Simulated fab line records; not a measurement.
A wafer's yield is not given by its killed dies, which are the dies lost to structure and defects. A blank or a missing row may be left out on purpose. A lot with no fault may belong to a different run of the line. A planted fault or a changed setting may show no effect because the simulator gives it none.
Problem report in the 8D (eight disciplines) form, filled by code / flow n5Finfet / the parts of the form that need people (team, actions taken, sign-off) are left out

1. WHAT WENT WRONG
Wafers without a fault read 91.1 s, standard deviation 0.61; runLengthS at N5_BEOL_M13_ETCH_59 reads a mean of 67.8 s on 3 wafers belonging to 3 lots. Measured from the usual mean, that is -38 standard deviations.
The step: etches BARC in N2/H2, target depth 89 nm, overetch 26.7 nm, time 67.9 s.
Earliest sighting: wafer L632.2 on rieDiel-03 at day 16 18:50. Wafers with a number at this step in the record: 25, from 9 lots. The rule behind "out" and "out of limits": a value lying over 4 standard deviations away from the usual mean. The rest of the wafers with a number are treated as sound.

2. WHAT IT IS, WHAT IT ISN'T
question=which readings at this step | is=runLengthS | is not=drypumpMotorCurrentA, rfVppV, showerheadPlenumPTorr, throttleValvePct
question=which lots | is=L632, L634, L635 | is not=L619, L626, L629, L630, L631, L633
question=which wafers of those lots | is=L632.2, L634.2, L635.6 | is not=L632.1, L634.3, L635.4, L635.5
question=read on which tools | is=rieDiel-03 | is not=rieDiel-02, rieDiel-05
question=when | is=from day 16 18:50 | is not=up to then (19 sound wafers); but 3 sound wafers of L634, L635 came after

3. WHAT RULES OUT EACH SUSPECT
Counting: a tool at a process step up to the reading stays a suspect if it ran every lot that is out. Sound lots after the first of them don't rule it out here, since some wafers of a struck lot are sound.
- pecvd-01 at N5_BEOL_M13_ILD_DEP_00 (deposits SiOC from DEMS/O2, target thk 837.92 nm, time 166.4 s): kept. Ran every lot that is out, first one L632 (day 16 17:28); last sound lot up to then L630 (day 16 04:56).
- rieDiel-03 at N5_BEOL_M13_ETCH_59 (etches BARC in N2/H2, target depth 89 nm, overetch 26.7 nm, time 67.9 s): kept. Ran every lot that is out, first one L632 (day 16 18:50); last sound lot up to then L631 (day 16 13:45). On those wafers its own readings are out: runLengthS.
The count leaves rieDiel-03 at N5_BEOL_M13_ETCH_59 and pecvd-01 at N5_BEOL_M13_ILD_DEP_00.

4. THE CAUSE (what the simulator had put in)
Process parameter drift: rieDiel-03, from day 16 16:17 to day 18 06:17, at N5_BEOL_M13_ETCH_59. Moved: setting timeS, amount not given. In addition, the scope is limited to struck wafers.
After counting, 2 suspects remain, this tool included.

5. SEQUENCE OF EFFECTS, ordered by route
Each row: a reading where the mean over the struck wafers with a number is more than 3 standard deviations away from the usual. Scope: only readings with a usual standard deviation given in the record; hours: median across lots of the time from each lot's start at the first step in this table that gives one to its start at this step; sigmas: change in usual standard deviations.
hours=0; step=N5_BEOL_M13_ETCH_59; reading=runLengthS; usual=91.1 s; on struck wafers=67.8; change=-23.3; sigmas=-38
hours=0; step=N5_BEOL_M13_STRIP_63; reading=stripTimeToEndpointS; usual=27.7 s; on struck wafers=34.2; change=+6.5; sigmas=+5.9
The process steps in it:
- N5_BEOL_M13_ETCH_59: etches BARC in N2/H2, target depth 89 nm, overetch 26.7 nm, time 67.9 s.
- N5_BEOL_M13_STRIP_63: strips in N2/H2.
Later measuring or inspecting steps at which every struck wafer that the step has a row for has a number for every such reading, and none has moved that far: N5_BEOL_M13_CD_MEAS_17.

6. WHAT WOULD HAVE CAUGHT IT SOONER
First out-of-limits reading in this record: day 16 18:50, which is 3 hours after fault onset at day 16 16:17.
